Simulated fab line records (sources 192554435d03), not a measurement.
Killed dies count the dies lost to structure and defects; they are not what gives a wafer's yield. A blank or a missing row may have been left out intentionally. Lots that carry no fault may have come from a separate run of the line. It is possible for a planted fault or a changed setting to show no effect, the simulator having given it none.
Which of the tools did it?	flow n5-finfet	30 wafers from 10 lots sampled at 4 of the route's 1938 steps

WHAT THE GAUGES SHOWED, per wafer
N5_STI_FIN_REVEAL_INSPECT_13: inspects for defects (darkfield). Usual: raw-defect-count 11, standard deviation 4.9.
lot	measured	on	raw-defect-count	flag
L318	day 2 23:50	defect-inspect-02	14 6 16	
L319	day 3 03:15	defect-inspect-01	9 6 7	
L322	day 3 20:25	defect-inspect-02	11 12 7	
L325	day 4 13:09	defect-inspect-02	10 10 4	
L326	day 4 22:26	defect-inspect-02	10 11 10	
L335	day 7 00:42	defect-inspect-02	510 9 7	OFF
L337	day 7 12:43	defect-inspect-02	16 7 16	
L338	day 7 19:34	defect-inspect-01	12 10 3	
L339	day 8 01:50	defect-inspect-01	9 17 8	
L340	day 8 06:50	defect-inspect-02	14 11 14	

WHAT TOOL EACH LOT RAN ON (gives the tool, then ch and the chambers of the sampled wafers, and finally the start)
lot	N5_FIN_CUT_ETCH_30	N5_STI_FIN_REVEAL_ETCHBACK_08	N5_STI_FIN_REVEAL_STRIP_35
L318	rie-diel-06 ch 0,1,3, day 2 11:22	rie-diel-01 ch 0,1,3, day 2 18:08	wet-bench-01 ch 0,3,4, day 2 23:30
L319	rie-diel-05 ch 0,1,3, day 2 16:18	rie-diel-01 ch 0,2,3, day 3 00:13	wet-bench-06 ch 4,5,6, day 3 02:55
L322	rie-diel-02 ch 2,3, day 3 10:10	rie-diel-03 ch 1,2,3, day 3 17:23	wet-bench-06 ch 0,3,4, day 3 20:05
L325	rie-diel-02 ch 0,1,2, day 4 03:29	rie-diel-01 ch 0,2,3, day 4 10:06	wet-bench-05 ch 2,4,5, day 4 12:49
L326	rie-diel-05 ch 0,1,3, day 4 12:29	rie-diel-01 ch 0,1,2, day 4 19:23	wet-bench-01 ch 3,4,7, day 4 22:06
L335	rie-diel-02 ch 1,2,3, day 6 15:05	rie-diel-04 ch 1,2,3, day 6 21:40	wet-bench-06 ch 0,3,4, day 7 00:21
L337	rie-diel-02 ch 1,2,3, day 7 02:37	rie-diel-03 ch 1,2,3, day 7 09:14	wet-bench-01 ch 3,5,6, day 7 12:22
L338	rie-diel-06 ch 0,2,3, day 7 09:55	rie-diel-04 ch 0,1,2, day 7 16:31	wet-bench-05 ch 2,3,4, day 7 19:14
L339	rie-diel-05 ch 1,3, day 7 15:44	rie-diel-01 ch 2,3, day 7 22:37	wet-bench-01 ch 3,4,7, day 8 01:20
L340	rie-diel-05 ch 1,2,3, day 7 21:06	rie-diel-04 ch 1,3, day 8 03:47	wet-bench-01 ch 5,6,7, day 8 06:29
- N5_FIN_CUT_ETCH_30: etches underlayer in N2/H2, target depth 13 nm, time 10.4 s.
- N5_STI_FIN_REVEAL_ETCHBACK_08: etches SiO2 in C4F6/O2, target depth 30.5 nm, time 10.167 s.
- N5_STI_FIN_REVEAL_STRIP_35: strips Si3N4 in H3PO4, target depth 4 nm, time 39 s.

WHAT THE TOOLS THEMSELVES READ (means of the sampled wafers that have a number; where no wafer has one, the mark that the record gives instead)
N5_FIN_CUT_ETCH_30. Usual: drypump-motor-current-A 6.0 A, standard deviation 0.48; etch-rf-on-time-s 10.4 s, standard deviation 0.33; oes-product-au 0.65 a.u., standard deviation 0.05; rf-vpp-V 523.7 V, standard deviation 2.3; showerhead-plenum-p-Torr 2.54 Torr, standard deviation 0.072; throttle-valve-pct 17.92 %, standard deviation 0.17.
lot	tool	drypump-motor-current-A (A)	etch-rf-on-time-s (s)	oes-product-au (a.u.)	rf-vpp-V (V)	showerhead-plenum-p-Torr (Torr)	throttle-valve-pct (%)	flag
L318	rie-diel-06	6.0	10.4	0.64	525.2	2.58	17.85	
L319	rie-diel-05	5.6	10.4	0.63	523.7	2.53	17.94	
L322	rie-diel-02	6.0	10.0	0.66	522.5	2.52	17.93	
L325	rie-diel-02	6.0	10.4	0.63	524.5	2.58	17.95	
L326	rie-diel-05	5.6	10.5	0.63	523.4	2.53	17.95	
L335	rie-diel-02	6.1	10.5	0.64	524.8	2.54	17.97	
L337	rie-diel-02	6.0	10.5	0.63	524.5	2.54	17.98	
L338	rie-diel-06	6.3	10.2	0.68	524.0	2.55	17.87	
L339	rie-diel-05	5.4	10.5	0.63	522.9	2.49	17.99	
L340	rie-diel-05	5.9	10.5	0.61	522.2	2.49	17.99	

N5_STI_FIN_REVEAL_ETCHBACK_08. Usual: O2_flow_sccm 9.998 sccm, standard deviation 0.029; drypump-motor-current-A 5.54 A, standard deviation 0.27; oes_ar_750_au 0.76 a.u., standard deviation 0.075; oes-product-au 0.75 a.u., standard deviation 0.08; rf-vpp-V 657 V, standard deviation 10; showerhead-plenum-p-Torr 2.84 Torr, standard deviation 0.095; throttle-valve-pct 21.12 %, standard deviation 0.19.
lot	tool	O2_flow_sccm (sccm)	drypump-motor-current-A (A)	oes_ar_750_au (a.u.)	oes-product-au (a.u.)	rf-vpp-V (V)	showerhead-plenum-p-Torr (Torr)	throttle-valve-pct (%)	flag
L318	rie-diel-01	9.982	5.43	0.72	0.72	663	2.82	21.05	
L319	rie-diel-01	10.004	5.46	0.74	0.73	658	2.82	21.14	
L322	rie-diel-03	9.983	5.41	0.79	0.78	644	2.86	21.36	
L325	rie-diel-01	9.995	5.46	0.73	0.73	658	2.82	21.15	
L326	rie-diel-01	10.014	5.58	0.74	0.73	666	2.79	21.10	
L335	rie-diel-04	9.957	5.52	0.73	0.72	663	2.79	21.05	
L337	rie-diel-03	9.994	5.40	0.84	0.84	647	2.96	21.27	
L338	rie-diel-04	10.014	5.62	0.71	0.71	659	2.79	21.11	
L339	rie-diel-01	10.004	5.41	0.84	0.84	650	2.75	20.98	
L340	rie-diel-04	10.008	5.46	0.74	0.73	664	2.79	21.07	

THE ANSWER, worked out from the rows above alone
Rule: a lot counts as off when the mean over its wafers that have a number is more than 3 standard deviations away from the usual mean. A lot without any number at a reading at which 4 lots or more have one is off too. The other lots that the step has rows for count as sound. The gauges are gone through in route order, then the tools' own readings, and for those a lot's mean is taken as printed above. The first step at which some lot is off is used, and at that step the reading that is off furthest; a lot without a number counts as furthest.
Off: L335 (N5_STI_FIN_REVEAL_INSPECT_13, raw-defect-count).
If a tool, at a process step before that reading, ran all the lots that are off and no sound lot after the first of them, it fits. Gauges at N5_STI_FIN_REVEAL_INSPECT_13: tried the same way as those tools. One candidate fits, namely wet-bench-06 at N5_STI_FIN_REVEAL_STRIP_35. Its last sound lot is L322 (day 3 20:05), its first lot that is off L335 (day 7 00:21): a fault that began between those two fits.

WHAT THE SIMULATOR HAD INSERTED
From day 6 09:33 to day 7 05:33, wet-bench-06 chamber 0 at N5_STI_FIN_REVEAL_STRIP_35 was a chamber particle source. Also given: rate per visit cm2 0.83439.
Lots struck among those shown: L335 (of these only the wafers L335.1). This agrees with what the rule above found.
